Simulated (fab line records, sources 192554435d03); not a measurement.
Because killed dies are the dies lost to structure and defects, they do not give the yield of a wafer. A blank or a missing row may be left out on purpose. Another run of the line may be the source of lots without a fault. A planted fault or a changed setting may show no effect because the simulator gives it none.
fab line records	flow n5-finfet
[record] lots = 7	wafers = 21
route steps=1938 shown SD_EPI_N@288 SD_EPI_P@321 SD_ACTIVATION@330 HKMG_FIN@386 GATE_CUT@480 MOL_CONTACT_COAG@563
start-h: the number of hours between the record's first day and the start of the first shown wafer of the lot	wait-h: hours from the lot's prior step to this one	" identical to the entry in the row above	L1.1+2: a row that stands for several wafers	- no value, or no start was given	* or withheld: withheld	< > ~ a bound
route shown NAME@n: names a module that has steps shown in the file, with the first one's number in the route	usual: mean/standard deviation of fault-free wafers	same: alike in all rows	chamber/n: place in a boat	sites: readings site by site	_std_site: standard deviation across them	_edge_site: the outer-site mean with the inner-site mean subtracted	radius-mm: how far each site lies from the wafer's centre	mask NAME#n: copy n	behind: the most recent tool/chamber to have shaped the wafer	hold: cause of the lot's hold/its duration in hours/its outcome	device: which transistor (n, p or np) failed to switch	end of line: at the end of the route, the tests of the same wafers	for a step that has no rows: nothing shown but its recipe	killed: at the first sort, the dies lost to defects and structure; wafer yield is something else	map: per-die view of a wafer (x killed, . not killed, _ where there is no die)
set.NAME: setting as actually run; set.NAME@STEP: the setting as run at that earlier step	model.NAME: the simulator's own value behind a step, which no gauge read
lots run with intentionally changed settings; tables by step, rows by wafer
[[steps]]
[step N5_SD_EPI_N_EPI_21]
[recipe] material = Si:P	dopant = P	temp-c = 680	pressure-torr = 255	time-s = 690
lot.wafer	tool	chamber	start-h	wait-h	set.temp-c	model.Si-P_of_SD_EPI_N_EPI_21.thk-nm
L074.1	epi-rpcvd-03	0	55.87	0.1	676.4	55.6
L074.3	"	0	"	"	680	58.6
L074.4	"	0	"	"	676.4	54.6
L076.1	epi-rpcvd-03	0	63.52	0.1	680	59.8
L076.3+6	"	0	"	"	682	61.8
L077.1+5	epi-rpcvd-01	0	69.12	0.1	680	59
L077.4	"	0	"	"	680	59.2
L086.1	epi-rpcvd-01	0	123.27	0.1	682.2	62.4
L086.5	"	0	124.39	1.1	680	60
L086.6	"	0	"	"	682.2	63.2
L088.1	epi-rpcvd-04	0	135.16	0.1	675.6	53.8
L088.3	"	0	"	"	675.6	54.8
L088.6	"	0	"	"	680	59.4
L094.1	epi-rpcvd-03	0	174.90	0.2	680	59
L094.4	"	0	176.02	1.2	680	59.8
L094.5	"	0	"	"	680	59.6
L096.1	epi-rpcvd-04	0	184.40	0.1	680	60
L096.3+6	"	0	"	"	680	59.6
[step N5_SD_EPI_N_PRECLEAN_24]
[recipe] chemistry = O3/DIW	time-s = 60	temp-c = 22	o3-ppm = 10
lot.wafer	tool	chamber	start-h	wait-h	set.temp-c@SD_EPI_N_EPI_21	model.Si-P_of_SD_EPI_N_EPI_21.thk-nm
L074.1	wet-bench-01	0	57.64	0.0	676.4	55.2
L074.3	"	2	"	"	680	58.2
L074.4	"	7	"	"	676.4	54.4
L076.1	wet-bench-01	5	65.28	0.0	680	59.4
L076.3	"	3	"	"	682	61.2
L076.6	"	2	"	"	682	61.4
L077.1+5	wet-bench-03	7,3	70.87	0.0	680	58.6
L077.4	"	4	"	"	680	58.8
L086.1	wet-bench-03	6	125.02	0.0	682.2	62
L086.5	"	0	"	"	680	59.6
L086.6	"	7	"	"	682.2	62.8
L088.1	wet-bench-04	0	136.92	0.0	675.6	53.6
L088.3	"	7	"	"	675.6	54.4
L088.6	"	6	"	"	680	59
L094.1	wet-bench-03	7	177.21	0.0	680	58.6
L094.4	"	1	"	"	680	59.4
L094.5	"	2	"	"	680	59.2
L096.1	wet-bench-01	7	186.15	0.0	680	59.6
L096.3+6	"	3,2	"	"	680	59.2
[step N5_SD_EPI_N_SRD_25]
[recipe] time-s = 30	temp-c = 23	rinse-liquid = diw	dry = ipa-marangoni
[step N5_SD_EPI_N_PRECLEAN_49]
[recipe] chemistry = NF3:NH3	afs-cycles = 1	temp-c = 30	time-s = 20	sublimation-temp-c = 180	sublimation-time-s = 60	pressure-torr = 3	rf-power-w = 30
[step N5_SD_EPI_P_EPI_21]
[recipe] material = SiGe:B	dopant = B	temp-c = 550	pressure-torr = 20	ambient = H2	time-s = 355
[step N5_SD_EPI_P_HM_STRIP_48]
[recipe] chemistry = H3PO4	temp-c = 160	material = SiNx	target = SiNx	target-depth-a = 30	overetch-fraction = 0.3
lot.wafer	tool	chamber	start-h	wait-h	set.temp-c@SD_EPI_N_EPI_21	model.Si-P_of_SD_EPI_N_EPI_21.thk-nm
L074.1	wet-bench-05	3	63.06	0.0	676.4	55
L074.3	"	2	"	"	680	58
L074.4	"	0	"	"	676.4	54
L076.1	wet-bench-02	0	69.74	0.0	680	59.2
L076.3	"	1	"	"	682	61
L076.6	"	7	"	"	682	61.2
L077.1	wet-bench-05	6	76.43	0.0	680	58.2
L077.4	"	4	"	"	680	58.6
L077.5	"	7	"	"	680	58.4
L086.1	wet-bench-05	4	129.62	0.0	682.2	61.6
L086.5	"	2	"	"	680	59.4
L086.6	"	5	"	"	682.2	62.6
L088.1	wet-bench-05	1	143.50	0.0	675.6	53.2
L088.3	"	5	"	"	675.6	54.2
L088.6	"	3	"	"	680	58.8
L094.1	wet-bench-06	7	182.78	0.0	680	58.4
L094.4	"	4	"	"	680	59
L094.5	"	5	"	"	680	58.8
L096.1	wet-bench-06	3	190.74	0.0	680	59.4
L096.3	"	4	"	"	680	59
L096.6	"	0	"	"	680	58.8
[step N5_SD_EPI_P_SRD_49]
[recipe] dry = ipa-marangoni	time-s = 30	temp-c = 23	rinse-liquid = diw
[step N5_SD_EPI_P_PRECLEAN_24]
[recipe] chemistry = O3/DIW	time-s = 45	temp-c = 22	o3-ppm = 10
[step N5_SD_ACTIVATION_RTA_00]
[recipe] temp-c = 975	time-s = 0	ambient = N2	idle-temp-c = 600	ramp-up-c-per-s = 150	ramp-down-c-per-s = 60	cool-to-c = 600
[step N5_SD_ACTIVATION_LSA_01]
[recipe] temp-c = 1080	time-s = 0.0008	ambient = N2
[step N5_SD_ACTIVATION_RS_MEAS_03]
[recipe] thk-meas-gauge = four-point-probe
[usual] RS_SD_N = 21.79/0.27	RS_SD_P = 55.5/0.83
lot.wafer	tool	chamber	start-h	wait-h	set.temp-c@SD_EPI_N_EPI_21	RS_SD_N[ohm/sq]	RS_SD_P[ohm/sq]
L074.1	film-metro-01	-	63.64	0.2	676.4	23.41	54.2
L074.3	"	-	"	"	680	22.14	54.9
L074.4	"	-	"	"	676.4	23.54	55.0
L076.1	film-metro-02	-	70.48	0.2	680	21.65	56.9
L076.3	"	-	"	"	682	21.11	56.2
L076.6	"	-	"	"	682	21.18	56.2
L077.1	film-metro-02	-	77.01	0.2	680	22.08	56.3
L077.4	"	-	"	"	680	21.67	55.8
L077.5	"	-	"	"	680	21.86	55.1
L086.1	film-metro-01	-	130.30	0.2	682.2	20.82	57.3
L086.5	"	-	"	"	680	21.73	57.6
L086.6	"	-	"	"	682.2	20.45	58.2
L088.1	film-metro-01	-	144.08	0.2	675.6	24.13	55.1
L088.3	"	-	"	"	675.6	23.54	54.9
L088.6	"	-	"	"	680	21.91	55.9
L094.1	film-metro-01	-	183.77	0.2	680	21.96	55.4
L094.4	"	-	"	"	680	21.56	56.1
L094.5	"	-	"	"	680	21.66	55.4
L096.1	film-metro-01	-	191.30	0.2	680	21.66	54.8
L096.3	"	-	"	"	680	21.69	54.4
L096.6	"	-	"	"	680	21.79	55.0
[step N5_HKMG_FIN_HK_ALD_01]
[recipe] material = HfO2	target-thk-a = 16	temp-c = withheld	ald-precursor-family = HfCl4	ald-co-reactant = H2O	pulse-time-s = 3	purge-time-s = 3	co-reactant-purge-time-s = 2.5	co-reactant-pulse-time-s = 0.3	ald-cycles = 30
lot.wafer	tool	chamber	start-h	wait-h	set.ald-cycles
L074.1+3+4	ald-hk-03	3,2,0	75.77	0.0	30
L076.1+3+6	ald-hk-03	2,3,2	83.75	0.0	30
L077.1	ald-hk-03	2	88.66	0.0	27
L077.4+5	"	1,3	"	"	30
L086.1+5	ald-hk-01	2,1	142.16	0.0	30
L086.6	"	0	"	"	35
L088.1+3	ald-hk-03	3,2	155.65	0.0	34
L088.6	"	2	"	"	30
L094.1+4+5	ald-hk-03	0,3,1	195.82	0.0	30
L096.1+3	ald-hk-02	0,3	203.90	0.0	33
L096.6	"	1	"	"	30
[step N5_HKMG_FIN_HK_ANNEAL_02]
[recipe] temp-c = 700	time-s = 30	ambient = N2	idle-temp-c = 600	ramp-up-c-per-s = 150	ramp-down-c-per-s = 60	cool-to-c = 600
[step N5_HKMG_FIN_ALD_74]
[recipe] material = La2O3	target-thk-a = 5	temp-c = 250	ald-precursor-family = La-Cp	ald-co-reactant = O3	pulse-time-s = 6	co-reactant-pulse-time-s = 1	purge-time-s = 3	co-reactant-purge-time-s = 3
[step N5_HKMG_FIN_WET_ETCH_82]
[recipe] chemistry = dHCl	mix = 1:10000	temp-c = 25	target = La2O3	stop-on = HfO2	target-depth-nm = 2	dry = ipa-marangoni	rinse-time-s = 30	rinse-temp-c = 23
[step N5_HKMG_FIN_ALD_36]
[recipe] material = TiN	target-thk-a = 10	temp-c = 400	ald-precursor-family = TiCl4	ald-co-reactant = NH3	pulse-time-s = 1	purge-time-s = 3	co-reactant-purge-time-s = 2	co-reactant-pulse-time-s = 2	ald-cycles = 47	pressure-torr = 3
[step N5_HKMG_FIN_THK_MEAS_70]
[recipe] thk-meas-gauge = xrf	reads = HfO2_of_HKMG_FIN_HK_ALD_01
[usual] HK_THK = 1.584/0.021
lot.wafer	tool	chamber	start-h	wait-h	set.ald-cycles@HKMG_FIN_HK_ALD_01	HK_THK[nm]
L074.1	film-metro-02	-	79.44	0.2	30	1.567
L074.3	"	-	"	"	30	1.619
L074.4	"	-	"	"	30	1.557
L076.1	film-metro-01	-	87.19	0.2	30	1.585
L076.3	"	-	"	"	30	1.586
L076.6	"	-	"	"	30	1.583
L077.1	film-metro-01	-	92.01	0.2	27	1.416
L077.4	"	-	"	"	30	1.581
L077.5	"	-	"	"	30	1.569
L086.1	film-metro-01	-	145.70	0.2	30	1.572
L086.5	"	-	"	"	30	1.595
L086.6	"	-	"	"	35	1.858
L088.1	film-metro-02	-	159.09	0.2	34	1.742
L088.3	"	-	"	"	34	1.805
L088.6	"	-	"	"	30	1.589
L094.1	film-metro-02	-	199.14	0.2	30	1.550
L094.4	"	-	"	"	30	1.574
L094.5	"	-	"	"	30	1.549
L096.1	film-metro-02	-	207.53	0.2	33	1.758
L096.3	"	-	"	"	33	1.754
L096.6	"	-	"	"	30	1.562
[step N5_HKMG_FIN_ETCH_35]
[recipe] chemistry = N2/H2	target = SOC	target-depth-a = 2158	ion-energy-ev = 65	bias-w = 5	source-w = 3000	time-s = 243.4	pressure-mtorr = 30	n2-flow-sccm = 200	h2-flow-sccm = 200
lot.wafer	tool	chamber	start-h	wait-h	set.time-s	model.SOC_of_HKMG_FIN_COAT_29.thk-nm	model.HKMG_FIN.feature-depth-nm	model.etch.depth-nm
L074.1	rie-diel-01	2	81.03	0.0	200.8	121.2	178.4	178.4
L074.3	"	3	"	"	243.4	80.2	219.4	219.4
L074.4	"	3	"	"	243.4	81.2	218.6	218.6
L076.1	rie-diel-01	3	88.45	0.0	210.4	110.8	190.2	190.2
L076.3	"	0	"	"	210.4	114.4	185.2	185.1
L076.6	"	2	"	"	243.4	83.2	216.2	216.1
L077.1	rie-diel-01	0	93.40	0.0	297.8	37	263.4	263.5
L077.4	"	1	"	"	243.4	80.4	220	219.9
L077.5	"	1	"	"	297.8	29.2	270.6	270.6
L086.1	rie-diel-01	1	148.20	0.0	243.4	80.6	219	219.1
L086.5	"	2	"	"	243.4	83.2	216.6	216.6
L086.6	"	1	"	"	243.4	78.8	220.2	220.1
L088.1	rie-diel-02	1	160.52	0.0	243.4	78.6	220	220
L088.3	"	0	"	"	198.8	119.4	179.4	179.3
L088.6	"	3	"	"	198.8	122.2	176.6	176.7
L094.1	rie-diel-01	1	200.40	0.0	243.4	79.2	220.2	220.1
L094.4	"	2	"	"	243.4	83	217	217.1
L094.5	"	3	"	"	243.4	81.6	218.6	218.6
L096.1	rie-diel-02	0	209.02	0.0	243.4	82	218.8	218.9
L096.3	"	1	"	"	243.4	82.8	218.2	218.2
L096.6	"	1	"	"	196.7	125.8	175.8	175.8
[step N5_GATE_CUT_COAT_27]
[recipe] resist = underlayer	temp-c = 205	time-s = 60	spin-rpm = 1500	resist-thk-nm = 10
lot.wafer	tool	chamber	start-h	wait-h	set.spin-rpm	model.underlayer_of_GATE_CUT_COAT_27.thk-nm
L074.1+3+4	litho-track-01	0	-	-	1500	10
L076.1+3	litho-track-05	0	-	-	1500	10
L076.6	"	0	"	"	1353	10.6
L077.1+4	litho-track-05	0	-	-	1500	10
L077.5	"	0	"	"	1349	10.6
L086.1+5	litho-track-01	0	-	-	1500	10
L086.6	"	0	"	"	1422	10.2
L088.1+3	litho-track-01	0	-	-	1500	10
L088.6	"	0	"	"	1666	9.4
L094.1+4+5	litho-track-05	0	-	-	1500	10
L096.1+3	litho-track-05	0	-	-	1573	9.8
L096.6	"	0	"	"	1500	10
[step N5_GATE_CUT_COAT_07]
[recipe] resist = CAR-EUV	spin-rpm = 1500	resist-thk-nm = 30
[step N5_GATE_CUT_EBR_09]
[recipe] solvent = PGMEA	ebr-width-mm = 1.5
[step N5_GATE_CUT_DESCUM_18]
[recipe] chemistry = O2	time-s = 7	source-power-w = 50	bias-power-w = 20	pressure-mtorr = 20	rf-frequency-hz = 2.712e+07	temp-c = 40	resist = CAR-EUV	o2-flow-sccm = 225
[step N5_GATE_CUT_ETCH_28]
[recipe] chemistry = N2/H2	target = underlayer	target-depth-a = 130	mask-material = CAR-EUV	time-s = 10.4	ion-energy-ev = 200	pressure-mtorr = 30	source-w = 840	bias-w = 150	n2-flow-sccm = 200	h2-flow-sccm = 200	ends = cleared
[usual] etch-rf-on-time-s = 10.42/0.14
lot.wafer	tool	chamber	start-h	wait-h	set.spin-rpm@GATE_CUT_COAT_27	etch-rf-on-time-s	model.CAR-EUV_of_GATE_CUT_COAT_07.thk-nm	model.etch.depth-nm
L074.1	rie-diel-06	1	89.54	0.0	1500	10.52	14.8	10.02
L074.3	"	0	"	"	1500	10.30	14.6	10.05
L074.4	"	1	"	"	1500	10.45	14.6	10.03
L076.1	rie-diel-04	1	97.23	0.0	1500	10.41	14.6	10.05
L076.3	"	0	"	"	1500	10.24	14.6	10.07
L076.6	"	0	"	"	1353	10.79	14	10.58
L077.1	rie-diel-05	1	102.62	0.0	1500	10.37	14.6	10.04
L077.4	"	2	"	"	1500	10.51	14.6	10.03
L077.5	"	0	"	"	1349	11.18	14	10.58
L086.1	rie-diel-05	1	156.94	0.0	1500	10.39	14.6	9.989
L086.5	"	3	"	"	1500	10.39	14.6	9.996
L086.6	"	2	"	"	1422	10.85	14.2	10.28
L088.1	rie-diel-04	1	168.74	0.0	1500	10.29	14.8	10.01
L088.3	"	0	"	"	1500	10.13	14.6	9.97
L088.6	"	0	"	"	1666	9.57	15.2	9.475
L094.1	rie-diel-05	1	208.34	0.0	1500	10.29	14.6	9.983
L094.4	"	0	"	"	1500	10.47	14.8	9.983
L094.5	"	1	"	"	1500	10.26	14.8	9.999
L096.1	rie-diel-05	3	217.01	0.0	1573	10.09	15	9.715
L096.3	"	0	"	"	1573	10.34	15	9.717
L096.6	"	2	"	"	1500	10.37	14.6	9.937
[step N5_GATE_CUT_ETCH_36]
[recipe] chemistry = CF4	target = SiARC	target-depth-a = 130	mask-material = CAR-EUV	time-s = 21.7	ion-energy-ev = 80	pressure-mtorr = 40	source-w = 545	bias-w = 36	Ar_flow_sccm = 100	cf4-flow-sccm = 100	ends = cleared
lot.wafer	tool	chamber	start-h	wait-h	set.cf4-flow-sccm	set.spin-rpm@GATE_CUT_COAT_27	model.CAR-EUV_of_GATE_CUT_COAT_07.thk-nm
L074.1+3	rie-diel-06	1,0	89.56	0.0	92.1	1500	7
L074.4	"	1	"	"	100	1500	7
L076.1	rie-diel-04	1	97.25	0.0	100	1500	7
L076.3	"	0	"	"	121.6	1500	7
L076.6	"	0	"	"	121.6	1353	6.4
L077.1+4	rie-diel-05	1,2	102.64	0.0	119.6	1500	7
L077.5	"	0	"	"	100	1349	6.4
L086.1+5	rie-diel-05	1,3	156.96	0.0	100	1500	7
L086.6	"	2	"	"	88.03	1422	6.6
L088.1	rie-diel-04	1	168.76	0.0	100	1500	7
L088.3	"	0	"	"	122	1500	7
L088.6	"	0	"	"	100	1666	7.6
L094.1+4+5	rie-diel-05	1,0,1	208.36	0.0	100	1500	7
L096.1	rie-diel-05	3	217.03	0.0	87.68	1573	7.2
L096.3	"	0	"	"	100	1573	7.4
L096.6	"	2	"	"	87.68	1500	7
[step N5_MOL_CONTACT_COAG_PECVD_31]
[recipe] material = SiO2	target-thk-a = 460	temp-c = 400	precursor = TEOS/O2	pressure-torr = 6.5	rf-w = withheld	teos-flow-sccm = withheld	gas = O2	flow-sccm = 2650	time-s = 8.9
lot.wafer	tool	chamber	start-h	wait-h	set.time-s	model.SiO2_of_MOL_CONTACT_COAG_PECVD_31.thk-nm
L074.1	pecvd-04	1	102.86	0.3	8.9	45.4
L074.3	"	0	"	"	9.26	47.4
L074.4	"	1	"	"	8.9	45.6
L076.1	pecvd-03	2	110.21	0.3	8.9	45.6
L076.3	"	1	"	"	9.57	48.8
L076.6	"	0	"	"	9.57	49.2
L077.1	pecvd-04	1	114.63	0.3	8.9	46
L077.4	"	0	"	"	9.379	48.4
L077.5	"	2	"	"	9.379	48.6
L086.1	pecvd-04	0	170.40	0.3	9.299	47.2
L086.5	"	2	"	"	8.9	46.2
L086.6	"	0	"	"	8.9	45.4
L088.1	pecvd-04	0	182.95	0.3	8.9	45.2
L088.3	"	2	"	"	8.9	46.2
L088.6	"	2	"	"	8.9	46.6
L094.1	pecvd-01	1	221.31	0.3	8.9	46.4
L094.4	"	1	"	"	8.9	47.2
L094.5	"	1	"	"	8.9	47
L096.1	pecvd-03	0	228.42	0.3	7.784	39.4
L096.3	"	1	"	"	8.9	45.2
L096.6	"	1	"	"	8.9	45.8
[step N5_MOL_CONTACT_COAG_COAT_75]
[recipe] resist = SOC	temp-c = 250	time-s = 60	spin-rpm = 1500	resist-thk-nm = 60
[step N5_MOL_CONTACT_COAG_COAT_76]
[recipe] resist = SiARC	temp-c = 220	time-s = 60	spin-rpm = 1500	resist-thk-nm = 10
[step N5_MOL_CONTACT_COAG_ETCHBACK_135]
[recipe] chemistry = CHF3	target = SiO2	target-depth-a = 250	time-s = 16.7	ion-energy-ev = 200	pressure-mtorr = 30	source-w = 610	bias-w = 170	Ar_flow_sccm = 200	CHF3_flow_sccm = 50
[step N5_MOL_CONTACT_COAG_STRIP_118]
[recipe] chemistry = CHF3	resist = SiARC	rf-frequency-hz = 6e+07
[step N5_MOL_CONTACT_COAG_VIA_ETCH_46]
[recipe] chemistry = C4F6/O2	target-depth-a = 460	overetch-a = 92	mask-material = SOC	target = SiO2	bias-w = 455	pressure-mtorr = 10	time-s = 40	source-w = 325	Ar_flow_sccm = 300	C4F6_flow_sccm = 10	O2_flow_sccm = 10	ion-energy-ev = 575.3	ends = end-point
lot.wafer	tool	chamber	start-h	wait-h	set.time-s@MOL_CONTACT_COAG_PECVD_31	model.etch.depth-nm
L074.1	rie-diel-02	2	104.09	0.0	8.9	45.39
L074.3	"	0	"	"	9.26	47.38
L074.4	"	3	"	"	8.9	45.69
L076.1	rie-diel-03	1	111.61	0.0	8.9	45.56
L076.3	"	3	"	"	9.57	48.84
L076.6	"	3	"	"	9.57	49.19
L077.1	rie-diel-01	3	115.56	0.0	8.9	46.07
L077.4	"	1	"	"	9.379	48.35
L077.5	"	1	"	"	9.379	48.62
L086.1	rie-diel-02	0	171.39	0.0	9.299	47.14
L086.5	"	2	"	"	8.9	46.29
L086.6	"	1	"	"	8.9	45.45
L088.1	rie-diel-02	2	184.02	0.0	8.9	45.27
L088.3	"	1	"	"	8.9	46.21
L088.6	"	2	"	"	8.9	46.7
L094.1	rie-diel-01	1	222.61	0.0	8.9	46.35
L094.4	"	0	"	"	8.9	47.15
L094.5	"	0	"	"	8.9	46.98
L096.1	rie-diel-02	0	229.93	0.0	7.784	39.47
L096.3	"	2	"	"	8.9	45.22
L096.6	"	3	"	"	8.9	45.77
[step N5_MOL_CONTACT_COAG_STRIP_96]
[recipe] chemistry = N2/H2	power-w = 500	temp-c = 40	pressure-mtorr = 50	rf-frequency-hz = 6e+07	overash-fraction = 0.3	bias-power-w = 28	h2-frac = 0.5	n2-flow-sccm = 300	h2-flow-sccm = 300
[step N5_MOL_CONTACT_COAG_ETCH_47]
[recipe] chemistry = CH3F/O2	target = SiNx	target-depth-a = 270	mask-material = SiO2	stop-on = W	over-etch-frac = 0.2	ion-energy-ev = 120	endpoint = OES-CN	pressure-mtorr = 30	source-w = 395	bias-w = 73	Ar_flow_sccm = 150	CH3F_flow_sccm = 30	O2_flow_sccm = 20	ends = end-point
lot.wafer	tool	chamber	start-h	wait-h	set.time-s@MOL_CONTACT_COAG_PECVD_31	model.SiO2_of_MOL_CONTACT_COAG_PECVD_31.thk-nm
L074.1	rie-diel-02	2	104.20	0.0	8.9	43.6
L074.3	"	0	"	"	9.26	45.6
L074.4	"	3	"	"	8.9	43.8
L076.1	rie-diel-03	1	111.72	0.0	8.9	43.8
L076.3	"	3	"	"	9.57	47
L076.6	"	3	"	"	9.57	47.4
L077.1	rie-diel-01	3	115.67	0.0	8.9	44.2
L077.4	"	1	"	"	9.379	46.6
L077.5	"	1	"	"	9.379	46.8
L086.1	rie-diel-02	0	171.50	0.0	9.299	45.4
L086.5	"	2	"	"	8.9	44.6
L086.6	"	1	"	"	8.9	43.6
L088.1	rie-diel-02	2	184.13	0.0	8.9	43.4
L088.3	"	1	"	"	8.9	44.4
L088.6	"	2	"	"	8.9	45
L094.1	rie-diel-01	1	222.72	0.0	8.9	44.6
L094.4	"	0	"	"	8.9	45.4
L094.5	"	0	"	"	8.9	45.2
L096.1	rie-diel-02	0	230.04	0.0	7.784	37.8
L096.3	"	2	"	"	8.9	43.4
L096.6	"	3	"	"	8.9	44
[step N5_MOL_CONTACT_COAG_ALD_133]
[recipe] material = SiO2	target-thk-a = 50	temp-c = 100	ald-precursor-family = BDEAS	ald-co-reactant = O2-plasma	pulse-time-s = 1	co-reactant-pulse-time-s = 1	purge-time-s = 2	co-reactant-purge-time-s = 2	ald-cycles = 35	pressure-torr = 2
lot.wafer	tool	chamber	start-h	wait-h	set.ald-cycles	model.SiO2_of_MOL_CONTACT_COAG_ALD_133.thk-nm
L074.1	ald-sin-01	2	105.34	0.4	35	5
L074.3	"	3	"	"	37	5.2
L074.4	"	1	"	"	37	5.4
L076.1+6	ald-sin-01	3,0	112.52	0.1	35	5
L076.3	"	1	"	"	32	4.6
L077.1	ald-sin-03	2	116.73	0.2	35	5
L077.4	"	1	"	"	33	4.6
L077.5	"	3	"	"	33	4.8
L086.1+5+6	ald-sin-02	2,3,2	172.39	0.1	35	5
L088.1	ald-sin-02	0	185.06	0.2	31	4.4
L088.3+6	"	1,2	"	"	35	5
L094.1+4+5	ald-sin-03	0,2,0	223.52	0.1	35	5
L096.1+3+6	ald-sin-01	3,1,1	231.21	0.3	35	5
[[key]]
[split] step = N5_SD_EPI_N_EPI_21	setting = temp-c	stated = 680	by = wafer
[response] step = N5_SD_EPI_N_EPI_21	reading = model.Si-P_of_SD_EPI_N_EPI_21.thk-nm	change = +7.47	per = 1%	r = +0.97
[response] step = N5_SD_EPI_N_PRECLEAN_24	reading = model.Si-P_of_SD_EPI_N_EPI_21.thk-nm	change = +7.3	per = 1%	r = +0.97
[response] step = N5_SD_EPI_P_HM_STRIP_48	reading = model.Si-P_of_SD_EPI_N_EPI_21.thk-nm	change = +7.4	per = 1%	r = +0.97
[response] step = N5_SD_ACTIVATION_RS_MEAS_03	reading = RS_SD_N	change = -2.76	per = 1%	r = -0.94
[split] step = N5_HKMG_FIN_HK_ALD_01	setting = ald-cycles	stated = 30	by = wafer
[response] step = N5_HKMG_FIN_THK_MEAS_70	reading = HK_THK	change = +0.0161	per = 1%	r = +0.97
[split] step = N5_HKMG_FIN_ETCH_35	setting = time-s	stated = 243.4	by = wafer
[response] step = N5_HKMG_FIN_ETCH_35	reading = model.SOC_of_HKMG_FIN_COAT_29.thk-nm	change = -2.23	per = 1%	r = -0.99
[response] step = N5_HKMG_FIN_ETCH_35	reading = model.HKMG_FIN.feature-depth-nm	change = +2.21	per = 1%	r = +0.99
[response] step = N5_HKMG_FIN_ETCH_35	reading = model.etch.depth-nm	change = +2.21	per = 1%	r = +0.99
[split] step = N5_GATE_CUT_COAT_27	setting = spin-rpm	stated = 1500	by = wafer
[response] step = N5_GATE_CUT_COAT_27	reading = model.underlayer_of_GATE_CUT_COAT_27.thk-nm	change = -0.0555	per = 1%	r = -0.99
[response] step = N5_GATE_CUT_ETCH_28	reading = etch-rf-on-time-s	change = *	per = 1%	r = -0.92
[response] step = N5_GATE_CUT_ETCH_28	reading = model.CAR-EUV_of_GATE_CUT_COAT_07.thk-nm	change = +0.058	per = 1%	r = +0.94
[response] step = N5_GATE_CUT_ETCH_28	reading = model.etch.depth-nm	change = -0.051	per = 1%	r = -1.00
[response] step = N5_GATE_CUT_ETCH_36	reading = model.CAR-EUV_of_GATE_CUT_COAT_07.thk-nm	change = +0.0596	per = 1%	r = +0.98
[split] step = N5_GATE_CUT_ETCH_36	setting = cf4-flow-sccm	stated = 100	by = wafer
response none clear
[split] step = N5_MOL_CONTACT_COAG_PECVD_31	setting = time-s	stated = 8.9	by = wafer
[response] step = N5_MOL_CONTACT_COAG_PECVD_31	reading = model.SiO2_of_MOL_CONTACT_COAG_PECVD_31.thk-nm	change = +0.464	per = 1%	r = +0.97
[response] step = N5_MOL_CONTACT_COAG_VIA_ETCH_46	reading = model.etch.depth-nm	change = +0.457	per = 1%	r = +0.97
[response] step = N5_MOL_CONTACT_COAG_ETCH_47	reading = model.SiO2_of_MOL_CONTACT_COAG_PECVD_31.thk-nm	change = +0.453	per = 1%	r = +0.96
[split] step = N5_MOL_CONTACT_COAG_ALD_133	setting = ald-cycles	stated = 35	by = wafer
[response] step = N5_MOL_CONTACT_COAG_ALD_133	reading = model.SiO2_of_MOL_CONTACT_COAG_ALD_133.thk-nm	change = +0.0509	per = 1%	r = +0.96
